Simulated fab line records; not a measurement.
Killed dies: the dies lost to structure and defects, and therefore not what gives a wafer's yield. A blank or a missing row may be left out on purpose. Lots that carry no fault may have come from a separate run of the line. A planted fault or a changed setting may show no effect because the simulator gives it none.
fab line records ; flow nand-harc
record lots=6; wafers=18; last-day=33
route steps=1302 shown A_SLIT@945 A_SIN_REMOVE@947 A_WL_FILL@952 END@1302
lots with no fault: from the same line, run without faults
start-h: start of the lot's first displayed wafer, in hours after the record's first day ; wait-h: time in hours since the lot's previous step ; " identical to the entry in the row above ; L1.1+2: a row that stands for several wafers ; - no value present, or no start provided ; * or withheld: withheld ; < > ~ a bound
route shown NAME@n: a module of which the file shows steps, and the number in the route of the first ; usual: average and standard deviation across the fault-free wafers ; same: alike in all rows ; chamber/n: place in a boat ; sites: per-site readings ; _std_site: standard deviation across them ; _edge_site: inner sites' mean taken away from outer sites' mean ; radius-mm: how far each site lies from the wafer's centre ; mask NAME#n: copy n ; behind: tool/chamber where the wafer was last shaped ; hold: reason for holding the lot/hours on hold/outcome of the hold ; device: whichever transistor did not switch (one of n, p or np) ; end of line: tests of these same wafers at the route's end ; step lacking rows: just its recipe ; killed: dies that structure and defects cost at the first sort, which is not the same as the wafer's yield ; map: shows each die of a wafer: x if killed, . if not, _ if none is there
set.NAME: the setting the step ran with; set.NAME@STEP: the setting that earlier step ran with ; model.NAME: the simulator's own value behind a step, which no gauge read
lots at some steps of the route; a table a step, a row a wafer
services: when a tool's chamber went out of use (start-h, in hours from the record's first day, below 0 if earlier), for how many hours, and the reason
## steps
# step NHARC_A_SLIT_SRD_20
# step NHARC_A_SLIT_CD_MEAS_21
# usual cd-nm=289.5/0.6
lot.wafer;tool;chamber;start-h;wait-h;cd-nm
L133.2;cd-sem-01;-;452.52;-;289.8
L133.4;cd-sem-01;-;452.52;-;289.2
L133.6;cd-sem-01;-;452.52;-;289.6
L137.1;cd-sem-03;-;494.97;-;289.3
L137.3;cd-sem-03;-;494.97;-;289.4
L137.5;cd-sem-03;-;494.97;-;289.3
L141.2;cd-sem-02;-;553.28;0.1;287.9
L141.3;cd-sem-02;-;553.28;0.1;287.5
L141.6;cd-sem-02;-;553.28;0.1;287.9
L147.3;cd-sem-03;-;596.00;-;289.7
L147.4;cd-sem-03;-;596.00;-;289.7
L147.5;cd-sem-03;-;596.00;-;289.2
L149.1;cd-sem-02;-;608.16;-;288.0
L149.2;cd-sem-02;-;608.16;-;289.2
L149.4;cd-sem-02;-;608.16;-;288.5
L156.1;cd-sem-03;-;679.05;-;289.9
L156.4;cd-sem-03;-;679.05;-;289.4
L156.6;cd-sem-03;-;679.05;-;290.8
# step NHARC_A_SIN_REMOVE_WET_00
# recipe temp-c=160; time-s=15300; chemistry=H3PO4
# step NHARC_A_SIN_REMOVE_PRECLEAN_01
# recipe time-s=*; temp-c=50; bath-age-min=0; chemistry=SC1
# step NHARC_A_SIN_REMOVE_SRD_02
# step NHARC_A_SIN_REMOVE_INSPECT_04
# usual raw-defect-count=391/86
lot.wafer;tool;chamber;start-h;wait-h;raw-defect-count
L133.2;defect-inspect-01;-;457.63;0.0;339
L133.4;defect-inspect-01;-;457.63;0.0;305
L133.6;defect-inspect-01;-;457.63;0.0;305
L137.1;defect-inspect-02;-;501.66;0.0;410
L137.3;defect-inspect-02;-;501.66;0.0;392
L137.5;defect-inspect-02;-;501.66;0.0;440
L141.2;defect-inspect-02;-;559.92;0.0;273
L141.3;defect-inspect-02;-;559.92;0.0;269
L141.6;defect-inspect-02;-;559.92;0.0;295
L147.3;defect-inspect-01;-;602.66;0.0;396
L147.4;defect-inspect-01;-;602.66;0.0;357
L147.5;defect-inspect-01;-;602.66;0.0;353
L149.1;defect-inspect-01;-;613.67;0.0;402
L149.2;defect-inspect-01;-;613.67;0.0;459
L149.4;defect-inspect-01;-;613.67;0.0;324
L156.1;defect-inspect-01;-;686.10;0.0;377
L156.4;defect-inspect-01;-;686.10;0.0;692
L156.6;defect-inspect-01;-;686.10;0.0;500
# step NHARC_A_WL_FILL_ALD_00
# recipe target-thk-a=30; pulse-time-s=3; ald-cycles=30; temp-c=300; material=Al2O3
# usual ald-cycles=30/0; heater-power-w=497/51; precursor-pulse-height-rel=1.000/0.02
lot.wafer;tool;chamber;start-h;wait-h;ald-cycles;heater-power-w;precursor-pulse-height-rel
L133.4;ald-hk-02;2;457.88;0.3;30;591;1.020
L133.2;ald-hk-02;3;457.88;0.3;30;470;1.059
L133.6;ald-hk-02;1;457.88;0.3;30;470;0.982
L137.1;ald-hk-04;0;501.72;0.1;30;497;1.006
L137.3;ald-hk-04;2;501.72;0.1;30;438;0.977
L137.5;ald-hk-04;1;501.72;0.1;30;615;1.015
L141.3;ald-hk-02;2;560.03;0.1;30;562;0.954
L141.2;ald-hk-02;3;560.03;0.1;30;487;0.995
L141.6;ald-hk-02;1;560.03;0.1;30;454;1.001
L147.3;ald-hk-02;1;602.72;0.1;30;455;1.004
L147.4;ald-hk-02;0;602.72;0.1;30;465;1.001
L147.5;ald-hk-02;2;602.72;0.1;30;571;0.988
L149.4;ald-hk-02;2;613.89;0.2;30;576;1.003
L149.2;ald-hk-02;3;613.89;0.2;30;480;1.027
L149.1;ald-hk-02;1;613.89;0.2;30;450;1.028
L156.4;ald-hk-04;3;686.22;0.1;30;471;1.036
L156.1;ald-hk-04;0;686.22;0.1;30;509;1.005
L156.6;ald-hk-04;2;686.22;0.1;30;447;1.015
# step NHARC_A_WL_FILL_RTA_01
# recipe temp-c=1000; time-s=5
# usual lamp-power-pct=28.2/0.44; lamp_zone_2_pct=28.2/0.44; lamp_zone_5_pct=28.2/0.44; wafer_temp_C_max=1006.0/2
lot.wafer;tool;chamber;start-h;wait-h;lamp-power-pct;lamp_zone_2_pct;lamp_zone_5_pct;wafer_temp_C_max
L133.2;rtp-anneal-02;0;458.13;-;28.7;28.7;28.7;1005.0
L133.4;rtp-anneal-02;0;458.13;-;28.7;28.7;28.7;1003.2
L133.6;rtp-anneal-02;0;458.13;-;28.7;28.7;28.8;1004.0
L137.1;rtp-anneal-01;0;501.99;-;27.8;27.8;27.8;1009.7
L137.3;rtp-anneal-01;0;501.99;-;27.8;27.8;27.8;1008.5
L137.5;rtp-anneal-01;0;501.99;-;27.8;27.8;27.9;1006.7
L141.2;rtp-anneal-01;0;560.27;-;27.8;27.8;27.8;1005.6
L141.3;rtp-anneal-01;0;560.27;-;27.8;27.8;27.9;1007.7
L141.6;rtp-anneal-01;0;560.27;-;27.8;27.9;27.8;1011.5
L147.3;rtp-anneal-02;0;603.04;-;28.7;28.7;28.7;1004.5
L147.4;rtp-anneal-02;0;603.04;-;28.7;28.7;28.7;1004.8
L147.5;rtp-anneal-02;0;603.04;-;28.7;28.8;28.7;1003.5
L149.1;rtp-anneal-02;0;614.15;-;28.8;28.8;28.8;1004.5
L149.2;rtp-anneal-02;0;614.15;-;28.7;28.7;28.7;1003.7
L149.4;rtp-anneal-02;0;614.15;-;28.8;28.7;28.8;1003.2
L156.1;rtp-anneal-01;0;686.44;-;27.9;27.8;27.9;1005.5
L156.4;rtp-anneal-01;0;686.44;-;27.8;27.8;27.8;1007.1
L156.6;rtp-anneal-01;0;686.44;-;27.9;27.9;27.9;1006.7
# step NHARC_A_WL_FILL_ALD_02
# recipe target-thk-a=20; pulse-time-s=3; ald-cycles=100; temp-c=450; material=TiN
# step NHARC_A_WL_FILL_CVD_03
# recipe target-thk-a=400; temp-c=300; pressure-torr=40; wf6-flow-sccm=40; h2-flow-sccm=1600; ar-flow-sccm=1560; time-s=279; material=W
# usual heater-power-w=489/36; mfc-wf6-sccm=40.02/0.11; throttle-valve-pct=7.81/0.24
lot.wafer;tool;chamber;start-h;wait-h;heater-power-w;mfc-wf6-sccm;throttle-valve-pct
L133.2;cvd-w-01;1;458.90;0.2;529;39.91;7.55
L133.4;cvd-w-01;1;458.90;0.2;524;40.29;7.79
L133.6;cvd-w-01;1;458.90;0.2;517;40.13;7.64
L137.1;cvd-w-01;0;502.65;0.1;529;40.02;7.60
L137.3;cvd-w-01;0;502.65;0.1;507;40.05;7.80
L137.5;cvd-w-01;0;502.65;0.1;501;39.99;7.49
L141.2;cvd-w-01;1;560.89;0.1;526;39.93;7.86
L141.3;cvd-w-01;0;560.89;0.1;487;39.90;7.80
L141.6;cvd-w-01;1;560.89;0.1;515;39.96;7.56
L147.3;cvd-w-02;1;603.73;0.2;477;40.07;8.13
L147.4;cvd-w-02;0;603.73;0.2;424;40.04;8.13
L147.5;cvd-w-02;1;603.73;0.2;471;40.02;8.17
L149.1;cvd-w-01;1;614.81;0.1;518;39.97;7.93
L149.2;cvd-w-01;0;614.81;0.1;499;39.88;7.52
L149.4;cvd-w-01;1;614.81;0.1;518;39.94;7.79
L156.1;cvd-w-01;1;687.14;0.1;520;40.22;8.06
L156.4;cvd-w-01;1;687.14;0.1;519;39.90;8.07
L156.6;cvd-w-01;0;687.14;0.1;500;40.04;7.89
# step NHARC_A_WL_FILL_ETCHBACK_04
# recipe target-depth-a=600; time-s=120; chemistry=NF3
# usual drypump-motor-current-A=5.9/0.55; oes-product-au=1.000/0.0077; run-length-s=141.6/0.46
lot.wafer;tool;chamber;start-h;wait-h;drypump-motor-current-A;oes-product-au;rf-hours-counter-h;run-length-s
L133.2;rie-metal-01;1;459.31;0.4;5.8;1.008;1.3;141.3
L133.4;rie-metal-01;0;459.31;0.4;6.3;1.001;-;141.2
L133.6;rie-metal-01;0;459.31;0.4;6.3;0.993;-;141.5
L137.1;rie-metal-03;1;503.05;0.4;5.2;1.012;2.8;141.5
L137.3;rie-metal-03;1;503.05;0.4;5.1;1.003;-;141.2
L137.5;rie-metal-03;1;503.05;0.4;5.1;1.001;-;141.6
L141.2;rie-metal-02;0;561.30;0.4;6.5;0.999;1.3;141.7
L141.3;rie-metal-02;0;561.30;0.4;6.5;0.998;-;142.6
L141.6;rie-metal-02;0;561.30;0.4;6.5;1.004;-;142.6
L147.4;rie-metal-02;1;604.07;0.2;5.3;1.002;-;141.6
L147.3;rie-metal-02;0;604.07;0.2;6.5;1.002;-;177.8
L147.5;rie-metal-02;1;604.07;0.2;5.3;1.006;-;141.4
L149.2;rie-metal-02;1;615.18;0.3;5.3;1.015;2.6;141.2
L149.1;rie-metal-02;0;615.18;0.3;6.5;0.998;2.6;177.8
L149.4;rie-metal-02;0;615.18;0.3;6.5;1.000;-;141.8
L156.1;rie-metal-03;1;687.49;0.3;5.1;1.012;3.1;141.6
L156.4;rie-metal-03;1;687.49;0.3;5.1;1.000;-;141.2
L156.6;rie-metal-03;1;687.49;0.3;5.1;0.988;-;141.0
# step NHARC_A_WL_FILL_ETCHBACK_05
# recipe target-depth-a=220; time-s=60; temp-c=40; chemistry=Cl2/BCl3
# step NHARC_A_WL_FILL_STRIP_27
# recipe power-w=1500; temp-c=250; time-s=20; chemistry=N2/H2
# usual drypump-motor-current-A=5.81/0.17; heater-power-w=362/35; temp-c=250.00/0.17
lot.wafer;tool;chamber;start-h;wait-h;drypump-motor-current-A;heater-power-w;rf-hours-counter-h;temp-c
L133.2;plasma-asher-01;0;459.68;0.2;5.72;335;22;249.72
L133.4;plasma-asher-01;1;459.68;0.2;6.06;403;-;250.00
L133.6;plasma-asher-01;0;459.68;0.2;5.75;338;-;250.09
L137.1;plasma-asher-02;0;503.40;0.1;5.70;336;14;250.34
L137.3;plasma-asher-02;0;503.40;0.1;5.70;324;-;250.23
L137.5;plasma-asher-02;1;503.40;0.1;5.60;382;-;249.93
L141.2;plasma-asher-02;1;561.65;0.1;5.60;382;28;249.98
L141.3;plasma-asher-02;1;561.65;0.1;5.61;378;-;249.90
L141.6;plasma-asher-02;0;561.65;0.1;5.71;326;-;249.57
L147.4;plasma-asher-01;1;604.43;0.1;6.04;405;-;249.94
L147.3;plasma-asher-01;0;604.43;0.1;5.77;328;-;249.67
L147.5;plasma-asher-01;0;604.43;0.1;5.77;328;-;249.89
L149.2;plasma-asher-02;0;615.56;0.1;5.74;336;0;250.08
L149.1;plasma-asher-02;1;615.56;0.1;5.52;396;0;250.17
L149.4;plasma-asher-02;1;615.56;0.1;5.59;388;-;250.15
L156.1;plasma-asher-02;1;687.86;0.1;5.62;386;14;250.02
L156.4;plasma-asher-02;0;687.86;0.1;5.72;326;-;250.08
L156.6;plasma-asher-02;1;687.86;0.1;5.58;391;-;250.25
# step NHARC_A_WL_FILL_STRIP_28
# recipe time-s=1200; temp-c=72.5; chemistry=post-etch-residue-remover
# step NHARC_A_WL_FILL_PRECLEAN_06
# recipe time-s=300; chemistry=DIW
# step NHARC_A_WL_FILL_SRD_07
# step NHARC_A_WL_FILL_ANNEAL_08
# recipe temp-c=450; time-s=1800
# step NHARC_A_WL_FILL_ALD_10
# recipe target-thk-a=500; pulse-time-s=10; ald-cycles=500; temp-c=300; material=SiO2
# usual ald-cycles=500/0; heater-power-w=494/50; precursor-pulse-height-rel=0.998/0.019
lot.wafer;tool;chamber;start-h;wait-h;ald-cycles;heater-power-w;precursor-pulse-height-rel
L133.2;ald-hk-01;0;465.83;3.6;500;473;0.992
L133.4;ald-hk-01;1;465.83;3.6;500;469;1.001
L133.6;ald-hk-01;3;467.37;5.1;500;530;1.003
L137.1;ald-hk-02;0;508.81;0.6;500;440;0.999
L137.3;ald-hk-02;1;508.81;0.6;500;476;0.976
L137.5;ald-hk-02;0;510.83;2.6;500;449;1.012
L141.2;ald-hk-01;2;566.55;0.1;500;433;1.013
L141.3;ald-hk-01;0;567.58;1.1;500;495;0.982
L141.6;ald-hk-01;2;568.61;2.1;500;444;0.979
L147.4;ald-hk-02;0;610.79;1.1;500;456;0.972
L147.3;ald-hk-02;1;610.79;1.1;435;461;1.012
L147.5;ald-hk-02;2;610.79;1.1;500;567;1.004
L149.1;ald-hk-02;2;621.34;0.1;435;561;0.965
L149.2;ald-hk-02;0;622.38;1.1;500;464;1.008
L149.4;ald-hk-02;1;622.38;1.1;500;455;0.949
L156.4;ald-hk-01;3;694.34;0.6;500;520;0.994
L156.1;ald-hk-01;1;695.37;1.6;500;480;0.954
L156.6;ald-hk-01;2;695.37;1.6;500;448;1.003
# step NHARC_A_WL_FILL_ETCHBACK_16
# recipe target-depth-a=1200; time-s=24; c4f8-flow-sccm=withheld; o2-flow-sccm=8; ar-flow-sccm=withheld; rf-w=600; bias-w=800; chemistry=C4F8/O2/Ar
# usual oes-product-au=0.979/0.028; rf-vpp-V=724/4.9; run-length-s=45.3/0.51
lot.wafer;tool;chamber;start-h;wait-h;oes-product-au;rf-hours-counter-h;rf-vpp-V;run-length-s
L133.4;rie-diel-12;0;-;-;0.990;0.2;730;45.4
L133.2;rie-diel-12;2;-;-;1.009;0.3;726;45.1
L133.6;rie-diel-12;0;-;-;0.986;-;730;45.4
L137.1;rie-diel-01;3;-;-;0.914;2.8;719;45.2
L137.3;rie-diel-01;1;-;-;0.918;3.4;717;45.6
L137.5;rie-diel-01;3;-;-;0.914;-;720;44.8
L141.3;rie-diel-04;2;-;-;0.986;0.8;730;44.7
L141.2;rie-diel-04;0;-;-;0.975;0.7;725;45.2
L141.6;rie-diel-04;1;-;-;0.990;-;717;45.1
L147.4;rie-diel-12;0;-;-;0.967;5.9;732;45.3
L147.3;rie-diel-12;2;-;-;1.010;6.3;725;45.0
L147.5;rie-diel-12;0;-;-;0.962;-;729;45.4
L149.1;rie-diel-01;2;-;-;0.986;1.0;725;45.7
L149.4;rie-diel-01;0;-;-;0.989;1.5;731;45.8
L149.2;rie-diel-01;1;-;-;1.001;1.6;718;45.2
L156.1;rie-diel-01;1;-;-;0.987;3.3;718;45.4
L156.6;rie-diel-01;1;-;-;1.002;-;718;45.8
L156.4;rie-diel-01;2;-;-;0.990;-;724;45.6
# step NHARC_END_SORT_01
# recipe temp-c=25
# usual killed-at-array=57/24; killed-at-other=0.7/0.94; killed-at-periphery=3.8/2.5; killed-dies=62/23; killed-open=3.1/1.8; killed-short=2.5/1.6
# same gross-dies=677
lot.wafer;tool;chamber;start-h;wait-h;killed-at-array;killed-at-other;killed-at-periphery;killed-dies;killed-open;killed-short
L141.2;prober-02;0;658.41;2.8;21;1;6;28;2;1
L141.3;prober-02;0;659.21;3.1;27;0;9;36;5;3
L141.6;prober-02;0;661.58;4.0;40;2;2;44;3;2
# killed by level:class
L141.2 A_CHANNEL_HOLE_D2:chamber-film-flake=10 A_CONTACT:chamber-film-flake=6 P_ZERO_WELL:chamber-film-flake=2 A_STAIRCASE:chamber-film-flake=2 P_GATE:geometric-particle:short=1 A_ONON_D1:geometric-particle:open=1 A_CHANNEL_FILL_D2:geometric-particle:open=1 P_STI:chamber-film-flake=1
L141.3 A_CHANNEL_HOLE_D2:chamber-film-flake=13 P_BONDPAD:chamber-film-flake=4 A_CHANNEL_HOLE_D1:chamber-film-flake=3 P_ZERO_WELL:chamber-film-flake=2 A_STAIRCASE:chamber-film-flake=2 A_CONTACT:chamber-film-flake=2 P_GATE:geometric-particle:open=1 P_CONTACT:geometric-particle:open=1
L141.6 A_CHANNEL_HOLE_D2:chamber-film-flake=13 A_CONTACT:chamber-film-flake=8 A_CHANNEL_HOLE_D1:chamber-film-flake=6 A_STAIRCASE:chamber-film-flake=5 THIN_TSV:chamber-film-flake=2 P_GATE:geometric-particle:short=1 A_ONON_D1:geometric-particle:open=1 A_ONON_D2:geometric-particle:open=1
## services
tool;chamber;start-h;hours;kind
ald-hk-04;-;434.83;10.0;pm
rie-diel-12;-;445.40;9.0;pm
rie-diel-01;3;446.35;7.4;repair
rie-metal-02;-;454.00;9.0;pm
rie-metal-02;-;470.23;0.1;repair
ald-hk-01;-;473.11;1.1;repair
rie-metal-03;-;519.00;9.0;pm
plasma-asher-01;-;519.58;9.0;pm
ald-hk-02;-;528.15;10.0;pm
cvd-w-01;-;547.00;13.0;pm
ald-hk-01;-;550.26;2.2;repair
rie-diel-01;-;557.95;9.0;pm
rie-metal-03;1;561.18;2.8;repair
ald-hk-01;-;562.04;3.8;repair
rie-diel-01;0;580.30;4.5;repair
rie-diel-12;0;585.52;24.2;repair
rie-diel-01;2;591.73;5.4;repair
plasma-asher-02;-;604.07;9.0;pm
rie-diel-12;-;622.40;9.0;pm
rie-metal-02;-;631.00;9.0;pm
plasma-asher-02;-;660.10;8.2;repair
ald-hk-01;-;663.30;10.0;pm
plasma-asher-02;-;678.09;2.9;repair
rie-diel-01;3;689.88;10.9;repair
## key
first-sign step=NHARC_A_WL_FILL_ETCHBACK_04; reading=run-length-s; direction=up; sigmas=79; usual=*; struck=*
effect step=NHARC_A_WL_FILL_ALD_10; reading=ald-cycles; direction=down; sigmas=99+; usual=500; struck=435
met-at NHARC_A_WL_FILL_ETCHBACK_04,NHARC_A_WL_FILL_ALD_10
struck-wafers L147.3,L149.1
tester-left-out L147,L149
onset-between 561.30 604.07
fault kind=process-parameter-drift; tool=rie-metal-02; chamber=-; onset-h=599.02; steps=NHARC_A_WL_FILL_ETCHBACK_04; channel=time-s; offset=*; shape=step; end-h=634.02; scope=struck-wafers-only; acts-in=*; stated=*
fault kind=process-parameter-drift; tool=ald-hk-02; chamber=-; onset-h=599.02; steps=NHARC_A_WL_FILL_ALD_10; channel=ald-cycles; offset=-65; shape=step; end-h=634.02; scope=struck-wafers-only; acts-in=these-recipes-only; stated=500
# tester-left-out: of these lots the tester's yield and bins aren't shown, on N5 and GAA mostly nor the transistor test; their killed dies are dies lost to structure and defects alone, not to doping, threshold or leakage, so they don't give the yield
